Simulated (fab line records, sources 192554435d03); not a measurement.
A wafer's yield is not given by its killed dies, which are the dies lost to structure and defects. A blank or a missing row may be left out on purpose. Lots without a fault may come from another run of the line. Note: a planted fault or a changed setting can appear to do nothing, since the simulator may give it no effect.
A struck lot beside a sound one	flow n5 finfet	23 steps out of a route of 1938
Sound: these wafers, L881.1, L881.2, L881.4. Wafers L895.1, L895.4, L895.6 were the ones struck. Last of all comes the cause.
Order at every step that has rows: each side's tool, ch and its chambers, its first start. Under that, the readings that differ: sound wafers	struck wafers	difference of the means	sigmas: that difference in standard deviations of wafers without a fault.
alike: words and numbers the same on both sides, and readings whose means are apart by under 2 such deviations; not compared: readings that were withheld, readings missing a value for some wafer, numbers with overlapping values and no deviation given by the record, and bounds like >300 which may hide the same value.
The two part at a step that has a row with sigmas, a row that says differs or no value, or rows on one side only. Numbers that don't overlap but have no deviation are shown without sigmas and don't part them. A reading missing from all wafers of one side parts the sides only when that side holds two or more wafers.

first, 10 steps without rows for these wafers: N5_FIN_SAQP_PRECLEAN_44 (cleans in SC2, time 45 s); N5_FIN_SAQP_SRD_01 (time 30 s); N5_FIN_SAQP_ALD_61 (deposits SiO2, target thk 4 nm, pulse time 1 s, purge time 2 s); N5_FIN_SAQP_DENSIFY_62 (time 60 s); N5_FIN_SAQP_HM_DEP_03 (deposits SiNx from SiH4/NH3/N2, target thk 38 nm, time 33.6 s); N5_FIN_SAQP_PECVD_47 (deposits a-Si from SiH4/He, target thk 45 nm, time 36.3 s); N5_FIN_SAQP_PECVD_48 (deposits SiNx from SiH4/NH3/N2, target thk 25 nm, time 22.1 s); N5_FIN_SAQP_PECVD_06 (deposits a-Si from SiH4/He, target thk 60 nm, time 48.1 s); N5_FIN_SAQP_HM_DEP_72 (deposits SiO2 from SiH4/N2O, target thk 12 nm, time 7.2 s); N5_FIN_SAQP_COAT_49 (time 60 s, resist thk 100 nm).
N5_FIN_SAQP_COAT_50: time 60 s, resist thk 35 nm.
  sound on litho track-01 ch 0, day 2 15:07; struck on litho track-01 ch 0, day 6 03:18
reading	sound	struck	difference	sigmas
spin speed rpm (rpm)	1500.1 1500.5 1499.9	1425.7 1424.7 1425.3	-74.9	-68
model.SiARC_of_FIN_SAQP_COAT_50.thk nm (nm)	34.88 34.87 34.96	35.85 35.82 35.95	+0.97	
then, 7 steps without rows for these wafers: N5_FIN_SAQP_COAT_10 (resist thk 90 nm); N5_FIN_SAQP_EBR_12; N5_FIN_SAQP_SOFTBAKE_11 (time 60 s); N5_FIN_SAQP_EXPOSE_13 (exposes mask FIN CORE, target cd 35.6 nm); N5_FIN_SAQP_PEB_14 (peb time 60 s); N5_FIN_SAQP_DEVELOP_15 (develop time 30 s); N5_FIN_SAQP_DESCUM_21 (chemistry O2, time 7.9 s).
N5_FIN_SAQP_ETCH_51: etches SiARC in CF4, target depth 45.5 nm, time 75.8 s.
  sound on rie diel-03 ch 1,2,3, day 2 15:37; struck on rie diel-03 ch 0,2,3, day 6 04:08
reading	sound	struck	difference	sigmas
model.etch.depth nm (nm)	34.88 34.87 34.96	35.85 35.82 35.95	+0.97	
model.CAR-ArF_of_FIN_SAQP_COAT_10.thk nm (nm)	50.77 50.99 51.01	50.34 50.67 49.95	-0.60	
  alike: drypump motor current A, etch rf on time s, oes product au, rf vpp V, showerhead plenum p Torr, throttle valve pct
  not compared: rf hours counter h
N5_FIN_SAQP_ETCH_52: etches SOC in N2/H2, target depth 100 nm, overetch 20 nm, time 150 s.
  sound on rie diel-03 ch 1,2,3, day 2 15:41; struck on rie diel-03 ch 0,2,3, day 6 04:11
reading	sound	struck	difference	sigmas
model.SiARC_of_FIN_SAQP_COAT_50.thk nm (nm)	29.33 28.85 28.97	30.07 29.81 29.88	+0.87	
  alike: drypump motor current A, oes product au, rf vpp V, showerhead plenum p Torr, throttle valve pct
  not compared: rf hours counter h
then, 1 step without rows for these wafers: N5_FIN_SAQP_STRIP_53 (strips in N2/H2).
-- a jump in the record: the struck wafers' starts before and after are 7 days apart (it breaks off in module FIN_SAQP and resumes in module BEOL_M4, where the first step shown is number 1111 of the route) --
N5_BEOL_M4_RC_MEAS_101:
  sound on prober-02 ch 0, day 8 09:25; struck on prober-02 ch 0, day 12 17:56
  alike: DIBL_N, DIBL_P, IOFF_N, IOFF_P, ION_N, ION_P, SS_N, SS_P, VT_N, VT_P
-- record jumps: 5 days separate the struck wafers' starts on either side; left off in module BEOL_M4, taken up again in module PASSIVATION, whose first shown step is the route's number 1936 --
N5_PASSIVATION_PROBE_49:
  record: rows for the struck wafers here (prober-02, day 17 09:50), none for the sound ones

WHERE THEY PART
First at N5_FIN_SAQP_COAT_50; last, within this record, at N5_PASSIVATION_PROBE_49.

WHY: what the simulator had put in
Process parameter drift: litho track-01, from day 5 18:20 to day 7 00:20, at N5_FIN_SAQP_COAT_50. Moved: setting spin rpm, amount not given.
